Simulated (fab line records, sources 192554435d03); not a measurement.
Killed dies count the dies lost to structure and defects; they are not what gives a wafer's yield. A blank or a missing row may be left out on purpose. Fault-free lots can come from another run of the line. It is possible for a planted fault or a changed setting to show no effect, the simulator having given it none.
Code-filled problem report in 8D (eight disciplines) form ; flow n5Finfet ; the parts of the form that need people (team, actions taken, sign-off) are left out

## 1. WHAT IS WRONG
Wafers without a fault read 2997 W, standard deviation 9.1; rfFwdPowerW at N5_SD_EPI_P_ETCH_37 reads a mean of 3713 W on 3 wafers belonging to 2 lots. Measured from the usual mean, that is +79 standard deviations.
The step: etches SOC in N2/H2, overetch 108 nm, time 486 s.
Earliest sighting: wafer L811.4 on rieDiel-06 at day 5 01:40. At this step, 12 wafers from 4 lots have a number in the record. Rule for "out" (also "out of limits"): further than 4 standard deviations from the usual mean. All remaining wafers that have a number are taken as sound.

## 2. WHAT THIS IS AND IS NOT
question;is;is not
which readings at this step;rfFwdPowerW, rfVppV;drypumpMotorCurrentA, oesProductAu, showerheadPlenumPTorr, throttleValvePct
which lots;L811, L814;L821, L827
which wafers of those lots;L811.4, L814.2, L814.5;L811.1, L811.3, L814.6
read on which tools;rieDiel-06;rieDiel-05
when;from day 5 01:40;"up to then (2 sound wafers); but 7 sound wafers of L814, L821, L827 came after"

## 3. THE SUSPECTS, EACH WITH WHAT RULES IT OUT
Counting: a tool at a process step up to the reading stays a suspect if it ran every lot that is out. Sound lots after the first of them don't rule it out here, since some wafers of a struck lot are sound.
- rieDiel-06 at N5_SD_EPI_P_ETCH_37 (etches SOC in N2/H2, overetch 108 nm, time 486 s): kept. It ran every lot that is out, first L811 (day 5 01:40). On those wafers its own readings are out: rfFwdPowerW, rfVppV.
- In rieDiel-06 at N5_SD_EPI_P_ETCH_37, the wafers that are out were processed in chamber 0 and their sound lot-mates in chambers 1, 2.
Remaining after the count: rieDiel-06 at N5_SD_EPI_P_ETCH_37.

## 4. THE CAUSE (what the simulator had put in)
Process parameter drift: rieDiel-06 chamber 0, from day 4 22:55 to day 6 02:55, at N5_SD_EPI_P_ETCH_37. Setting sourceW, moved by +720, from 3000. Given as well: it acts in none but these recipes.
The count eliminated every tool but this one.

## 5. THE CHAIN OF EFFECTS, in route order
Each row: a reading where the mean over the struck wafers with a number is more than 3 standard deviations away from the usual. Only readings whose record carries a usual standard deviation are examined. hours: median over the lots of the time between each lot's start at the first step of this table that gives one and its start at this step. sigmas: the change, counted in usual standard deviations.
hours;step;reading;usual;on struck wafers;change;sigmas
0;N5_SD_EPI_P_ETCH_37;rfFwdPowerW;2997 W;3713;+716;+79
0;N5_SD_EPI_P_ETCH_37;rfVppV;240.2 V;224.0;-16.2;-12
It contains these process steps:
- N5_SD_EPI_P_ETCH_37: etches SOC in N2/H2, overetch 108 nm, time 486 s.
Later steps that measure or inspect, where all struck wafers having a row at the step show a number for every such reading and not one has moved that far: N5_BEOL_M4_RC_MEAS_101.

## 6. WHAT WOULD HAVE CAUGHT IT SOONER
In this record no reading fell out of limits until day 5 01:40, 3 hours after the fault had begun at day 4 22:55.
